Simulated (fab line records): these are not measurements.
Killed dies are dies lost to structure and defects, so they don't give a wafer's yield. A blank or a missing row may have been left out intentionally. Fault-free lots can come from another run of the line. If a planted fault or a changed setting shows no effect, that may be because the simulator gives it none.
fab line records	flow nandHarc
[record] lots = 13	wafers = 39	lastDay = 25
route steps=1159 shown A_BLC@978 A_BONDPAD@1082 HYBRID_BOND@1094 END@1159
lots that met no fault: from a run of the same line without faults
startH: start of the lot's first displayed wafer, in hours after the record's first day	waitH: hours since the lot's step before	" unchanged from the row above	L1.1+2: one row covering several wafers at once	- value missing, or start not given	* or withheld: withheld	< > ~ a bound
route shown NAME@n: a module of which the file shows steps, and the number in the route of the first	usual: mean and standard deviation over wafers with no fault	same: alike in all rows	chamber/n: place in a boat	sites: readings site by site	_std_site: the values' standard deviation	_edge_site: mean of outer sites minus mean of inner sites	radiusMm: for every site, how far away it sits from the centre of the wafer	mask NAME#n: copy n	behind: tool/chamber where the wafer was last shaped	hold: why the lot went on hold/how many hours it stayed there/how the hold came to an end	device: which transistor (n, p or np) failed to switch	end of line: at the end of the route, the tests of the same wafers	for a step that has no rows: nothing shown but its recipe	killed: at the first sort, the dies lost to defects and structure; wafer yield is something else	map: a wafer's dies, x killed, . not, _ none there
set.NAME: the setting that was run; set.NAME@STEP: the one run at that earlier step	model.NAME: the simulator's own value behind a step, which no gauge read
steps of the route over a sample of lots; a table a step, a row a wafer
services: from which hour (startH, from the record's first day; less than 0 if before it) a tool's chamber was out of use, for how many hours, and why
[[steps]]
[step NHARC_A_BLC_ETCH_16]
[recipe] targetDepthA = 390	overEtchFrac = 0.3	timeS = 65	ionEnergyEv = 80	cf4FlowSccm = 150	arFlowSccm = 0	rfW = 300	biasW = 100	chemistry = CF4
[usual] drypumpMotorCurrentA = 5.6/0.44	mfcArSccm = 0.016/0.012	oesProductAu = 1.003/0.013	rfVppV = 150.5/1.1	showerheadPlenumPTorr = 1.71/0.048	throttleValvePct = 13.283/0.0092
lot.wafer	tool	chamber	startH	waitH	drypumpMotorCurrentA	mfcArSccm	oesProductAu	rfHoursCounterH	rfVppV	showerheadPlenumPTorr	throttleValvePct
L301.4	rieDiel-01	1	392.61	0.1	5.3	0.005	1.007	26	151.6	1.79	13.290
L301.2	"	3	"	"	4.9	0.040	1.001	27	149.7	1.70	13.291
L301.3	"	0	"	"	6.6	0	1.003	27	150.1	1.65	13.285
L302.1	rieDiel-09	3	402.04	0.1	6.4	0.019	0.991	14	150.0	1.67	13.276
L302.3	"	0	"	"	5.7	0	1.016	14	149.5	1.71	13.284
L302.4	"	1	"	"	5.1	0.040	1.006	14	151.5	1.73	13.284
L304.3	rieDiel-03	0	402.79	0.1	5.9	0.019	1.028	0	151.6	1.78	13.296
L304.1	"	3	"	"	5.9	0.003	1.002	0	149.3	1.66	13.289
L304.5	"	0	"	"	6.0	0.019	1.024	-	150.5	1.78	13.269
L303.1	rieDiel-03	1	406.18	0.1	5.6	0.020	1.011	1	150.2	1.65	13.293
L303.3	"	2	"	"	5.6	0.014	0.993	1	152.2	1.78	13.273
L303.6	"	1	"	"	5.7	0.020	0.992	-	149.8	1.65	13.286
L305.2	rieDiel-03	0	412.08	0.1	6.0	0.019	1.031	2	151.1	1.78	13.280
L305.6	"	3	"	"	6.0	0.003	1.006	-	149.3	1.66	13.289
L305.5	"	0	"	"	6.0	0.019	1.024	-	151.0	1.78	13.282
L307.2	rieDiel-03	1	417.71	0.1	5.6	0.020	1.001	2	149.5	1.65	13.287
L307.6	"	0	"	"	6.0	0.019	1.026	-	151.4	1.78	13.288
L307.5	"	1	"	"	5.6	0.020	1.013	-	148.6	1.65	13.303
L308.2	rieDiel-03	2	441.27	0.1	5.7	0.014	0.998	6	151.3	1.77	13.281
L308.6	"	0	"	"	5.9	0.019	1.029	-	151.2	1.78	13.293
L308.5	"	1	"	"	5.6	0.020	1.005	-	149.7	1.65	13.279
L311.1	rieDiel-03	1	457.27	0.1	5.6	0.020	0.999	9	151.5	1.65	13.265
L311.6	"	2	"	"	5.6	0.014	1.006	-	151.1	1.77	13.277
L311.5	"	3	"	"	6.0	0.003	1.007	-	150.5	1.66	13.288
L316.3	rieDiel-09	3	483.41	0.1	6.5	0.019	1.000	4	151.1	1.67	13.282
L316.4	"	0	"	"	5.7	0	1.010	3	153.3	1.71	13.273
L316.5	"	2	"	"	5.0	0.005	0.997	-	149.7	1.68	13.288
L321.1	rieDiel-03	1	522.18	0.1	5.6	0.020	1.006	14	151.0	1.65	13.283
L321.3	"	0	"	"	6.0	0.019	1.033	13	150.8	1.78	13.283
L321.5	"	1	"	"	5.7	0.020	1.002	-	149.3	1.65	13.273
L322.2	rieDiel-09	2	524.02	0.1	5.0	0.005	0.988	8	151.0	1.68	13.282
L322.4	"	3	"	"	6.4	0.019	0.984	8	149.5	1.67	13.292
L322.6	"	1	"	"	5.1	0.040	0.986	-	152.4	1.72	13.278
L323.1	rieDiel-09	2	525.66	0.1	5.0	0.005	0.984	9	150.8	1.68	13.294
L323.3	"	3	"	"	6.5	0.019	0.976	8	150.7	1.67	13.271
L323.5	"	0	"	"	5.7	0	1.008	-	151.4	1.71	13.294
L320.4	rieDiel-03	0	532.29	0.1	5.9	0.019	1.035	15	152.1	1.78	13.280
L320.2	"	3	"	"	6.0	0.003	0.997	15	149.4	1.65	13.279
L320.5	"	0	"	"	6.0	0.019	1.026	-	151.1	1.78	13.274
[step NHARC_A_BONDPAD_DEGAS_25]
[recipe] tempC = 300	timeS = 60
[usual] heaterPowerW = 467/50
lot.wafer	tool	chamber	startH	waitH	heaterPowerW
L301.3	pvdSputter-01	-	412.51	-	500
L301.2	"	-	"	"	506
L301.4	"	-	"	"	474
L302.3	pvdSputter-01	-	416.33	-	509
L302.1	"	-	"	"	463
L302.4	"	-	"	"	514
L304.3	pvdSputter-03	-	416.66	-	445
L304.1	"	-	"	"	472
L304.5	"	-	"	"	452
L303.1	pvdSputter-02	-	419.81	-	450
L303.3	"	-	"	"	465
L303.6	"	-	"	"	549
L305.2	pvdSputter-03	-	427.95	-	454
L305.5	"	-	"	"	506
L305.6	"	-	"	"	438
L307.2	pvdSputter-03	-	439.33	-	451
L307.5	"	-	"	"	449
L307.6	"	-	"	"	461
L308.2	pvdSputter-02	-	459.14	-	418
L308.5	"	-	"	"	456
L308.6	"	-	"	"	559
L311.1	pvdSputter-01	-	472.70	-	369
L311.5	"	-	"	"	478
L311.6	"	-	"	"	358
L316.4	pvdSputter-01	-	513.01	-	503
L316.3	"	-	"	"	505
L316.5	"	-	"	"	511
L321.3	pvdSputter-02	-	536.82	-	447
L321.1	"	-	"	"	404
L321.5	"	-	"	"	552
L322.2	pvdSputter-03	-	539.46	-	460
L322.4	"	-	"	"	460
L322.6	"	-	"	"	449
L323.1	pvdSputter-03	-	540.12	-	469
L323.3	"	-	"	"	513
L323.5	"	-	"	"	454
L320.4	pvdSputter-01	-	548.64	-	361
L320.2	"	-	"	"	462
L320.5	"	-	"	"	526
[step NHARC_HYBRID_BOND_ACTIVATE_00]
[recipe] timeS = 60	n2FlowSccm = 200	arFlowSccm = 0	biasPowerW = 0	chemistry = N2
[usual] drypumpMotorCurrentA = 5.5/0.55	mfcArSccm = 0.016/0.016	n2FlowSccm = 200.1/0.64	oesProductAu = 0.999/0.012	rfVppV = 63.7/0.89	showerheadPlenumPTorr = 1.70/0.043
lot.wafer	tool	chamber	startH	waitH	drypumpMotorCurrentA	mfcArSccm	n2FlowSccm	oesProductAu	rfHoursCounterH	rfVppV	showerheadPlenumPTorr
L301.2	rieDiel-09	2	414.19	0.1	5.1	0.005	199.6	0.997	13	64.9	1.67
L301.3	"	0	"	"	5.7	0	200.8	1.006	15	63.7	1.70
L301.4	"	1	"	"	5.1	0.040	199.3	0.988	15	63.1	1.72
L302.1	rieDiel-11	1	418.04	0.1	5.1	0	200.6	0.995	14	63.0	1.65
L302.3	"	2	"	"	5.1	0.010	200.3	0.989	13	63.8	1.68
L302.4	"	3	"	"	5.5	0	198.8	1.001	13	62.8	1.67
L304.1	rieDiel-09	3	418.39	0.1	6.5	0.019	201.1	0.995	16	64.0	1.66
L304.3	"	0	"	"	5.7	0	200.7	1.008	16	64.0	1.70
L304.5	"	1	"	"	5.0	0.040	199.5	1.009	-	65.2	1.72
L303.1	rieDiel-01	0	421.53	0.1	6.6	0	200.2	0.990	38	64.1	1.64
L303.3	"	1	"	"	5.2	0.005	200.1	1.004	35	63.6	1.79
L303.6	"	3	"	"	4.9	0.040	200.9	1.009	-	64.1	1.69
L305.2	rieDiel-09	1	429.90	0.1	5.1	0.040	200.0	0.993	16	62.0	1.72
L305.6	"	0	"	"	5.7	0	201.2	1.012	-	64.4	1.70
L305.5	"	1	"	"	5.1	0.040	200.1	1.004	-	63.3	1.72
L307.2	rieDiel-11	3	441.04	0.1	5.5	0	199.7	1.010	23	63.0	1.66
L307.6	"	0	"	"	6.0	0	200.2	0.993	-	63.3	1.79
L307.5	"	1	"	"	5.1	0	200.4	0.989	-	63.9	1.65
L308.2	rieDiel-09	0	461.58	0.1	5.7	0	199.9	1.023	2	63.7	1.70
L308.5	"	0	"	"	5.7	0	200.7	1.006	-	64.5	1.70
L308.6	"	1	"	"	5.1	0.040	199.3	0.985	-	65.8	1.72
L311.1	rieDiel-09	1	474.39	0.1	5.1	0.040	199.6	0.974	3	63.6	1.72
L311.6	"	1	"	"	5.1	0.040	199.0	0.993	-	62.7	1.72
L311.5	"	2	"	"	5.1	0.005	199.5	0.998	-	63.7	1.67
L316.4	rieDiel-09	3	514.70	0.1	6.5	0.019	200.9	0.989	7	63.6	1.66
L316.3	"	0	"	"	5.7	0	199.3	1.007	6	65.3	1.70
L316.5	"	2	"	"	5.1	0.005	199.6	1.004	-	62.0	1.67
L321.1	rieDiel-09	3	538.56	0.1	6.5	0.019	200.6	0.996	9	63.7	1.66
L321.3	"	1	"	"	5.0	0.040	200.2	0.986	9	63.6	1.72
L321.5	"	3	"	"	6.5	0.019	199.5	0.996	-	62.9	1.66
L322.2	rieDiel-09	3	541.17	0.1	6.5	0.019	200.8	1.013	10	64.1	1.66
L322.4	"	0	"	"	5.7	0	200.4	1.029	10	62.9	1.70
L322.6	"	1	"	"	5.1	0.040	199.8	0.987	-	64.2	1.72
L323.1	rieDiel-01	3	541.79	0.1	4.9	0.040	198.8	1.010	15	63.6	1.68
L323.3	"	0	"	"	6.6	0	200.1	0.994	17	65.2	1.91
L323.5	"	1	"	"	5.2	0.005	200.3	1.017	-	63.2	1.78
L320.4	rieDiel-09	0	550.43	0.1	5.7	0	199.5	1.019	10	63.1	1.70
L320.2	"	2	"	"	5.0	0.005	199.5	0.988	11	63.7	1.67
L320.5	"	1	"	"	5.1	0.040	199.7	0.988	-	63.5	1.72
[step NHARC_END_SORT_01]
[recipe] tempC = 25
[usual] killedAtArray = 28/11	killedAtOther = 0.7/0.88	killedAtPeriphery = 3.1/2.2	killedDies = 31/12	killedOpen = 3.3/2	killedShort = 2.0/1.6
[same] grossDies = 677
lot.wafer	tool	chamber	startH	waitH	killedAtArray	killedAtOther	killedAtPeriphery	killedDies	killedOpen	killedShort
L308.2	prober-01	0	488.48	2.8	90	0	5	95	4	4
L308.5	prober-01	0	490.88	3.7	32	1	3	36	5	1
L308.6	prober-01	0	491.68	4.0	28	0	2	30	1	1
L311.1	prober-02	0	506.44	2.5	44	1	2	47	5	1
L311.5	prober-02	0	509.70	3.8	33	1	1	35	1	1
L311.6	prober-02	0	510.52	4.1	94	0	2	96	2	0
// killed by level:class
L308.2 A_BLC:unspecified=66 A_CHANNEL_HOLE_D1:chamberFilmFlake=11 A_CONTACT:chamberFilmFlake=3 A_CHANNEL_FILL_D1:geometricParticle:open=2 P_GATE:chamberFilmFlake=2 A_SLIT:chamberFilmFlake=2 P_GATE:geometricParticle:short=1 P_M1:geometricParticle:short=1
L308.5 A_CHANNEL_HOLE_D1:chamberFilmFlake=11 A_SLIT:chamberFilmFlake=11 A_CONTACT:chamberFilmFlake=4 A_CONTACT:geometricParticle:open=2 P_M2:chamberFilmFlake=2 P_M0:geometricParticle:open=1 A_ONON_D1:geometricParticle:short=1 A_WL_FILL:geometricParticle:open=1
L308.6 A_CHANNEL_HOLE_D1:chamberFilmFlake=12 A_SLIT:chamberFilmFlake=6 A_STAIRCASE:chamberFilmFlake=4 A_CONTACT:chamberFilmFlake=3 A_CHANNEL_FILL_D1:geometricParticle:short=1 A_CONTACT:geometricParticle:open=1 P_GATE:chamberFilmFlake=1 P_M2:chamberFilmFlake=1
L311.1 A_CHANNEL_HOLE_D1:chamberFilmFlake=16 A_SLIT:chamberFilmFlake=13 A_CONTACT:chamberFilmFlake=4 A_WL_FILL:geometricParticle:open=3 A_STAIRCASE:chamberFilmFlake=2 A_M1:chamberFilmFlake=2 A_WL_FILL:chamberFilmFlake=2 P_GATE:geometricParticle:open=1
L311.5 A_CHANNEL_HOLE_D1:chamberFilmFlake=13 A_SLIT:chamberFilmFlake=8 A_STAIRCASE:chamberFilmFlake=5 A_CHANNEL_FILL_D1:chamberFilmFlake=2 A_WL_FILL:chamberFilmFlake=2 A_BLC:geometricParticle:short=1 A_BONDPAD:geometricParticle:open=1 P_GATE:chamberFilmFlake=1
L311.6 A_BLC:unspecified=66 A_CHANNEL_HOLE_D1:chamberFilmFlake=14 A_STAIRCASE:chamberFilmFlake=5 A_SLIT:chamberFilmFlake=4 A_CONTACT:chamberFilmFlake=2 A_M1:chamberFilmFlake=2 P_M0:geometricParticle:open=1 A_WL_FILL:geometricParticle:open=1
[[services]]
tool	chamber	startH	hours	kind
rieDiel-11	-	369.76	9.0	pm
pvdSputter-01	-	380.41	2.9	repair
rieDiel-09	0	385.81	-	clean
rieDiel-09	1	385.81	-	clean
rieDiel-09	2	385.81	-	clean
rieDiel-09	3	385.81	-	clean
pvdSputter-02	-	392.00	10.0	pm
pvdSputter-03	-	392.28	1.3	repair
rieDiel-03	-	392.30	9.0	pm
rieDiel-09	0	410.31	-	clean
rieDiel-03	2	410.34	6.7	repair
pvdSputter-02	-	411.50	4.1	repair
rieDiel-01	2	423.23	3.9	repair
rieDiel-09	-	431.10	9.0	pm
pvdSputter-03	-	458.04	10.0	pm
pvdSputter-01	-	473.36	1.2	repair
pvdSputter-03	-	476.42	1.3	repair
pvdSputter-02	-	481.35	2.7	repair
rieDiel-01	-	491.93	9.0	pm
pvdSputter-01	-	514.01	10.0	pm
rieDiel-09	1	515.54	2.6	repair
pvdSputter-01	-	527.49	1.4	repair
rieDiel-11	-	546.76	9.0	pm
rieDiel-03	3	550.27	8.3	repair
[[key]]
[firstSign] step = NHARC_END_SORT_01	reading = killedAtArray	direction = up	sigmas = 5.7	usual = 28	struck = 92
[effect] step = NHARC_END_SORT_01	reading = killedDies	direction = up	sigmas = 5.4	usual = 31	struck = 96
[moreKillsBornAt] NHARC_A_BLC_ETCH_16@rieDiel-03 = 132
metAt NHARC_A_BLC_ETCH_16
struckLots L308,L311
struckWafers L308.2,L311.6
testerLeftOut L308,L311
notActingAt NHARC_A_BONDPAD_DEGAS_25,NHARC_HYBRID_BOND_ACTIVATE_00
onsetBetween 406.18 441.27
[fault] kind = chamberParticleSource	tool = rieDiel-03	chamber = 2	onsetH = 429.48	steps = NHARC_A_BLC_ETCH_16	ratePerVisitCm2 = 0.86378	endH = 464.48
// testerLeftOut: of these lots the tester's yield and bins aren't shown, on N5 and GAA mostly nor the transistor test; their killed dies are dies lost to structure and defects alone, not to doping, threshold or leakage, so they don't give the yield
